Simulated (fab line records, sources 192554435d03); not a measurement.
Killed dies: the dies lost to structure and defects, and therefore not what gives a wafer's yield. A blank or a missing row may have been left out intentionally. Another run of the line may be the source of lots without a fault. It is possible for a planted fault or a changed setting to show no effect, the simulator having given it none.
Split-lot study	flow n5_finfet	on a route of 1938 steps: 7 lots, 33 wafers read

== THE SPLIT ITSELF ==
At N5_BEOL_M3_ETCH_64 (etches SOC in N2/H2, target depth 75 nm, overetch 15 nm, time 112.5 s), the setting time_s was moved away from the recipe's 112.5 s on 12 of the 33 wafers read, by -36.6% to +51.8%. All remaining wafers had this setting at the recipe value.

== FROM THE SPLIT TO THE READING: what the file shows between them, 4 steps ==
- N5_BEOL_M3_STRIP_65: strips in N2/H2
- N5_BEOL_M3_STRIP_75: strips in N2/H2
- N5_BEOL_M3_HM_OPEN_17: chemistry Cl2/BCl3, target TiN, target depth 20 nm, overetch 6 nm
- N5_BEOL_M3_STRIP_19: strips in O2

== THE READING ==
cd_nm, in nm, at N5_BEOL_M3_CD_MEAS_18 (pitch 36 nm, target cd 18 nm). A value of 18.0 nm with a standard deviation of 0.33 nm is what fault-free wafers of this fab line usually give.

wafer	tool, chamber at the split	time_s as run, s	against the recipe	cd_nm, nm	against lot-mates on the recipe
L074.2	rie_diel-05, 2	112.5	recipe	17.3	-
L074.4	rie_diel-05, 3	112.5	recipe	17.5	-
L074.6	rie_diel-05, 2	112.5	recipe	18.0	-
L077.1	rie_diel-01, 1,0	112.5	recipe	18.5	-
L077.2	rie_diel-01, 1,0	112.5	recipe	18.4	-
L077.3	rie_diel-01, 3	159.5	+41.8%	19.2	+0.8
L077.4	rie_diel-01, 2	159.5	+41.8%	18.7	+0.3
L077.5	rie_diel-01, 2	159.5	+41.8%	18.8	+0.4
L077.6	rie_diel-01, 3	112.5	recipe	18.3	-
L081.1	rie_diel-05, 2	170.8	+51.8%	19.7	+1.3
L081.2	rie_diel-05, 3	170.8	+51.8%	19.3	+0.9
L081.3	rie_diel-05, 0,1	112.5	recipe	18.4	-
L081.4	rie_diel-05, 0,1	112.5	recipe	18.5	-
L081.5	rie_diel-05, 2	112.5	recipe	18.4	-
L081.6	rie_diel-05, 1	170.8	+51.8%	19.6	+1.2
L085.1	rie_diel-04, 1	112.5	recipe	18.3	-
L085.4	rie_diel-04, 2	112.5	recipe	18.4	-
L085.6	rie_diel-04, 1	112.5	recipe	18.3	-
L089.1	rie_diel-01, 1	112.5	recipe	18.4	-
L089.2	rie_diel-01, 3,0	71.31	-36.6%	17.3	-0.8
L089.3	rie_diel-01, 0,3	112.5	recipe	18.0	-
L089.4	rie_diel-01, 1	71.31	-36.6%	17.1	-1.0
L089.5	rie_diel-01, 0,3	112.5	recipe	17.9	-
L089.6	rie_diel-01, 3,0	71.31	-36.6%	17.2	-0.9
L093.1	rie_diel-01, 1	112.5	recipe	17.5	-
L093.2	rie_diel-01, 0	168.5	+49.8%	19.5	+1.9
L093.3	rie_diel-01, 3	112.5	recipe	17.3	-
L093.4	rie_diel-01, 0	168.5	+49.8%	19.5	+1.9
L093.5	rie_diel-01, 1	112.5	recipe	18.0	-
L093.6	rie_diel-01, 3	168.5	+49.8%	19.0	+1.4
L096.4	rie_diel-04, 2	112.5	recipe	18.3	-
L096.5	rie_diel-04, 0	112.5	recipe	17.5	-
L096.6	rie_diel-04, 1	112.5	recipe	17.9	-
Rows listing several chambers each stand for several wafers; the file does not say which wafer went through which chamber.

THE FIT
A straight line over all 33 wafers: cd_nm changes by +0.025 nm for each +1% of time_s; r = +0.88; the points scatter about the line by 0.36 nm.
The same after taking each lot's own level away (the mean of its wafers on the recipe; 33 wafers): +0.0241 nm for each +1%; r = +0.89; scatter 0.32 nm.
The reading moves by 1.2 nm for the largest change in time_s, on that fit.
The lots' own levels span 17.60 to 18.43 nm, that is 2.5 times the standard deviation above.
So the lot-to-lot level changes the slope little: the two slopes agree.
Check: for one of the wafers moved furthest among these (+51.8%), held out of the fit, the line's prediction against its lot-mates is +1.23 nm. Against them it came out at +1.27 nm.

== THE WHOLE CHAIN: every reading that the file lists as answering this split, in the file's order ==
step	what it does	reading	change (the file's fit)	r (the file's)
N5_BEOL_M3_ETCH_64	etches SOC in N2/H2, target depth 75 nm, overetch 15 nm, time 112.5 s	SiARC_of_BEOL_M3_COAT_62.thk_nm (the simulator's own value, which no gauge read)	-0.0511 nm for each +1% of the setting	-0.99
N5_BEOL_M3_ETCH_64	etches SOC in N2/H2, target depth 75 nm, overetch 15 nm, time 112.5 s	BEOL_M3.cd_offset_nm (the simulator's own value, which no gauge read)	+0.0212 nm for each +1% of the setting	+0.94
N5_BEOL_M3_CD_MEAS_18	pitch 36 nm, target cd 18 nm	cd_nm	+0.0236 nm for each +1% of the setting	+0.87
N5_BEOL_M3_OCD_MEAS_38		trench_depth_nm	not straight: 0.4 at the lowest setting, 55.0 at the recipe, 54.8 at the highest	not given

== THE FILE'S OWN FIT ==
cd_nm changes by +0.0236 nm for each +1% of time_s, r = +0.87.
